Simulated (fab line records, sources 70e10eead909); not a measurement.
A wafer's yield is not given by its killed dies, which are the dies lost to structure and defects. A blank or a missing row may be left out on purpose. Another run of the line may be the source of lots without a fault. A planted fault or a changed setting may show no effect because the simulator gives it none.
Struck lot and sound lot, side by side || flow nand harc || 14 steps out of a route of 1302
Sound: wafers L608.3, L608.5, L608.6. Struck: wafers L616.1, L616.3, L616.4. Last of all comes the cause.
At each step with rows: each side's tool, then ch and its chambers, then its first start. Under that, the readings that differ: sound wafers || struck wafers || difference of the means || sigmas: that difference in standard deviations of wafers without a fault.
alike: readings with means less than 2 such deviations apart, plus words and numbers identical on both sides. not compared: withheld readings, readings lacking a value on some wafer, bounds such as >300 that could conceal the same value, and numbers that have no deviation in the record and whose values overlap.
The two part at a step that has a row with sigmas, a row that says differs or no value, or rows on one side only. Numbers that have no deviation but don't overlap get no sigmas and don't part them. A reading missing from all wafers of one side parts the sides only when that side holds two or more wafers.

NHARC_P_M2_PRE_CLEAN_30: time 30 s.
  sound on pvd sputter-02; struck on pvd sputter-03
  alike: heater power w
NHARC_P_M2_PVD_20: deposits TaN, target thk 5 nm, time 8.06 s.
  sound on pvd sputter-02; struck on pvd sputter-03
  alike: bias v, throttle valve pct
NHARC_P_M2_PVD_21: deposits Cu, target thk 30 nm, time 20.49 s.
  sound on pvd sputter-02; struck on pvd sputter-03
  alike: throttle valve pct
then, 1 step without rows for these wafers: NHARC_P_M2_ECD_22 (material Cu, target thk 400 nm).
NHARC_P_M2_ANNEAL_31: time 90 s.
  sound on rtp anneal-01 ch 0, day 8 12:17; struck on rtp anneal-02 ch 0, day 11 22:22
  alike: wafer_temp_C_max
then, 1 step without rows for these wafers: NHARC_P_M2_CMP_23 (polishes, t overpolish 20 s, target thk 144.3 nm).
NHARC_P_M2_THK_MEAS_24: measures by xrf.
  sound on film metro-02, day 8 12:50; struck on film metro-01, day 11 23:02
  alike: thk nm
after that, 1 step had no rows for these wafers: NHARC_P_M2_SRD_25.
NHARC_P_M2_INSPECT_27:
  sound on defect inspect-01, day 8 12:59; struck on defect inspect-02, day 11 23:11
  alike: raw defect count
NHARC_P_M2_PRE_CLEAN_32: time 12 s.
  sound on pecvd-03 ch 0,1,2, day 8 13:04; struck on pecvd-02 ch 0,1,2, day 11 23:16
  alike: heater power w
  not compared: since wet clean h
then, 1 step without rows for these wafers: NHARC_P_M2_DEP_33 (deposits SiCN, target thk 30 nm).
NHARC_P_BONDPAD_DEP_00: deposits SiCN, target thk 250 nm.
  sound on pecvd-02 ch 0,1,2, day 8 13:36; struck on pecvd-01 ch 1,2, day 12 00:21
  alike: heater power w
  not compared: since wet clean h
then, 1 step without rows for these wafers: NHARC_P_BONDPAD_CMP_32 (polishes SiCN, target thk 200 nm).
NHARC_END_SORT_01:
  the record has rows for the sound wafers here (prober-02 ch 0, day 25 22:20) and none for the struck ones

WHERE THEY PART
Only at NHARC_END_SORT_01, within this record.

WHY: what had been put in by the simulator
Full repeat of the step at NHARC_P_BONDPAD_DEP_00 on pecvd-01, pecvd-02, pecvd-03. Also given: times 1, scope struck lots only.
